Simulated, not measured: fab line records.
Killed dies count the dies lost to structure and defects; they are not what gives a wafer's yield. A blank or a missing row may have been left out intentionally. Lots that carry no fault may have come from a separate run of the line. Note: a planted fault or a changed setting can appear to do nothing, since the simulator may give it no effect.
Split-lot study	flow n5_finfet	7 lots, 21 wafers read, on a route of 1938 steps

## SPLIT DETAILS
At N5_BEOL_M9_ETCH_62 (etches SOC in N2/H2, target depth 110 nm, overetch 22 nm, time 165 s), the setting source_w was moved away from the recipe's 840 W on 5 of the 21 wafers read, by -15.9% to -14.4%. All remaining wafers had this setting at the recipe value.

The reading is taken at the split's own step.

## THE READING
rf_vpp_V, in V, at N5_BEOL_M9_ETCH_62 (etches SOC in N2/H2, target depth 110 nm, overetch 22 nm, time 165 s). On this fab line, fault-free wafers typically give 524.1 V with a standard deviation of 2.4 V.

wafer	tool, chamber at the split	source_w as run, W	against the recipe	rf_vpp_V, V	against lot-mates on the recipe
L078.1	rie_diel-01, 2	706.8	-15.9%	550.6	+25.3
L078.3	rie_diel-01, 1	706.8	-15.9%	555.4	+30.1
L078.6	rie_diel-01, 1	840	recipe	525.3	-
L083.1	rie_diel-04, 1	840	recipe	526.5	-
L083.2	rie_diel-04, 3	840	recipe	525.1	-
L083.6	rie_diel-04, 3	840	recipe	523.3	-
L088.4	rie_diel-04, 0	840	recipe	526.4	-
L088.5	rie_diel-04, 1	840	recipe	528.3	-
L088.6	rie_diel-04, 0	840	recipe	529.0	-
L089.1	rie_diel-01, 0	840	recipe	524.5	-
L089.3	rie_diel-01, 3	840	recipe	521.0	-
L089.5	rie_diel-01, 1	840	recipe	524.2	-
L093.1	rie_diel-06, 0	840	recipe	524.8	-
L093.3	rie_diel-06, 1	840	recipe	521.7	-
L093.6	rie_diel-06, 0	718.9	-14.4%	551.9	+28.6
L094.1	rie_diel-01, 1	840	recipe	524.0	-
L094.2	rie_diel-01, 2	840	recipe	522.0	-
L094.5	rie_diel-01, 1	840	recipe	524.3	-
L096.1	rie_diel-04, 0	711.5	-15.3%	558.3	+30.4
L096.2	rie_diel-04, 3	711.5	-15.3%	555.3	+27.4
L096.5	rie_diel-04, 0	840	recipe	527.9	-

THE FIT
A straight line over all 21 wafers: rf_vpp_V changes by -1.91 V for each +1% of source_w; r = -0.98; the points scatter about the line by 2.5 V.
The same after taking each lot's own level away (the mean of its wafers on the recipe; 21 wafers): -1.84 V for each +1%; r = -0.99; scatter 1.6 V.
The reading moves by 29 V for the largest change in source_w, on that fit.
Measured against the standard deviation above, the lots' own levels, which go from 523.23 to 527.90 V, span 1.9 times it.
Consequently the slope shifts little with the lot-to-lot level, the two slopes agreeing.
Check: with one of the wafers moved furthest among these (-15.9%) left out of the fit, the line predicts +30.3 V for it against its lot-mates. Against them it came out at +25.3 V.
Tool readings at the split's step, against how far the setting was moved: rf_vpp_V r = -0.98.

## OTHER SPLITS APPLIED TO THESE WAFERS
These wafers also went through other splits before the reading. Each is held against what the fit with the lots' levels taken away leaves over:
other split on the same wafers	wafers away from the commonest value	r with rf_vpp_V (lot level and that fit taken away)
N5_BEOL_M5_ETCH_72 source_w	6	+0.07
N5_BEOL_M5_SPUTTER_48 time_s	8	+0.13
N5_BEOL_M6_ETCH_41 time_s	4	-0.26
N5_BEOL_M7_DEP_56 time_s	6	+0.23
N5_BEOL_M8_ILD_DEP_00 time_s	4	-0.21

## THE WHOLE CHAIN: every reading that the file lists as answering this split, in the file's order
step	what it does	reading	change (the file's fit)	r (the file's)
N5_BEOL_M9_ETCH_62	etches SOC in N2/H2, target depth 110 nm, overetch 22 nm, time 165 s	rf_vpp_V	-1.87 V for each +1% of the setting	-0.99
N5_BEOL_M9_ETCH_62	etches SOC in N2/H2, target depth 110 nm, overetch 22 nm, time 165 s	SiARC_of_BEOL_M9_COAT_60.thk_nm (the simulator's own value, which no gauge read)	-0.0369 nm for each +1% of the setting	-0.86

## THE FILE'S OWN FIT
rf_vpp_V changes by -1.87 V for each +1% of source_w, r = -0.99.
